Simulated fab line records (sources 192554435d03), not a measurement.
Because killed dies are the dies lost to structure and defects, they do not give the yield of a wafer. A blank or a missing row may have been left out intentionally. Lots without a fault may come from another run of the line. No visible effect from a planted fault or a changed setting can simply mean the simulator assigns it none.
Which tool was responsible? / flow n5 finfet / 7 lots with 21 wafers sampled at 3 steps, on a route of 1938 steps

WHAT THE GAUGES READ, wafer by wafer
N5_BEOL_M5_CD_MEAS_11 targets a cd of 27.74 nm.
lot=L411; measured=day 8 04:59; on=cd sem-01; cd nm (nm)=27.79 28.32 28.08
lot=L413; measured=day 8 21:54; on=cd sem-01; cd nm (nm)=28.00 28.29 27.73
lot=L414; measured=day 10 03:03; on=cd sem-02; cd nm (nm)=27.66 27.81 27.63
lot=L421; measured=day 11 13:43; on=cd sem-01; cd nm (nm)=28.07 28.21 27.82
lot=L423; measured=day 12 08:29; on=cd sem-01; cd nm (nm)=27.72 27.60 28.29
lot=L429; measured=day 13 15:28; on=cd sem-01; cd nm (nm)=25.24 24.73 24.80
lot=L432; measured=day 14 06:10; on=cd sem-02; cd nm (nm)=25.74 25.13 25.58

TOOL THAT RAN EACH LOT (tool first, then ch and the chambers of the sampled wafers, then the start)
lot=L411; N5_BEOL_M4_SPUTTER_94=pvd sputter-01, day 8 00:58; N5_BEOL_M5_EXPOSE_08=euv scanner-02 ch 0, day 8 04:52
lot=L413; N5_BEOL_M4_SPUTTER_94=pvd sputter-01, day 8 18:34; N5_BEOL_M5_EXPOSE_08=euv scanner-02 ch 0, day 8 21:46
lot=L414; N5_BEOL_M4_SPUTTER_94=pvd sputter-01, day 9 22:08; N5_BEOL_M5_EXPOSE_08=euv scanner-01 ch 0, day 10 02:55
lot=L421; N5_BEOL_M4_SPUTTER_94=pvd sputter-02, day 11 09:54; N5_BEOL_M5_EXPOSE_08=euv scanner-01 ch 0, day 11 13:35
lot=L423; N5_BEOL_M4_SPUTTER_94=pvd sputter-03, day 12 03:53; N5_BEOL_M5_EXPOSE_08=euv scanner-02 ch 0, day 12 08:22
lot=L429; N5_BEOL_M4_SPUTTER_94=pvd sputter-02, day 13 10:26; N5_BEOL_M5_EXPOSE_08=euv scanner-01 ch 0, day 13 15:20
lot=L432; N5_BEOL_M4_SPUTTER_94=pvd sputter-03, day 14 01:41; N5_BEOL_M5_EXPOSE_08=euv scanner-01 ch 0, day 14 06:03
- N5_BEOL_M4_SPUTTER_94: material Cu, target thk 4.5 nm, time 8.29 s.
- N5_BEOL_M5_EXPOSE_08: exposes mask M5, target cd 28 nm.

THE ANSWER, worked out from the rows above alone
Rule: the lots themselves supply what counts as usual. Put in order of their means at a reading, lots are off if they are a third of the lots or fewer, leave a main group of 4 or more, and stand apart from it by a gap of 3 or more times the standard deviation of the main group's means; of several such gaps the widest counts. A main group is skipped when, at the precision printed for the reading in the tables above, its means are all equal. Also off: a lot with no number at a reading for which 4 or more lots have one. All remaining lots with rows at the step are treated as sound.
Off, at N5_BEOL_M5_CD_MEAS_11 on cd nm: L429, L432. Main group: mean 27.93 nm, sd 0.13.
If a tool, at a process step before that reading, ran all the lots that are off and no sound lot after the first of them, it fits. Those tools and the gauges at N5_BEOL_M5_CD_MEAS_11 are tried in the same way. One fits: N5_BEOL_M5_EXPOSE_08 on euv scanner-01. A fault onset in the window from L421 (day 11 13:35, its last sound lot) to L429 (day 13 15:20, its first lot off) fits.

WHAT HAD BEEN PUT IN BY THE SIMULATOR
Process parameter drift: euv scanner-01, from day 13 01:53 on, at N5_BEOL_M5_EXPOSE_08. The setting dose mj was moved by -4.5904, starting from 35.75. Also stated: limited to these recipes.
Shown lots that were struck: L429, L432. The rule given above showed the same thing.
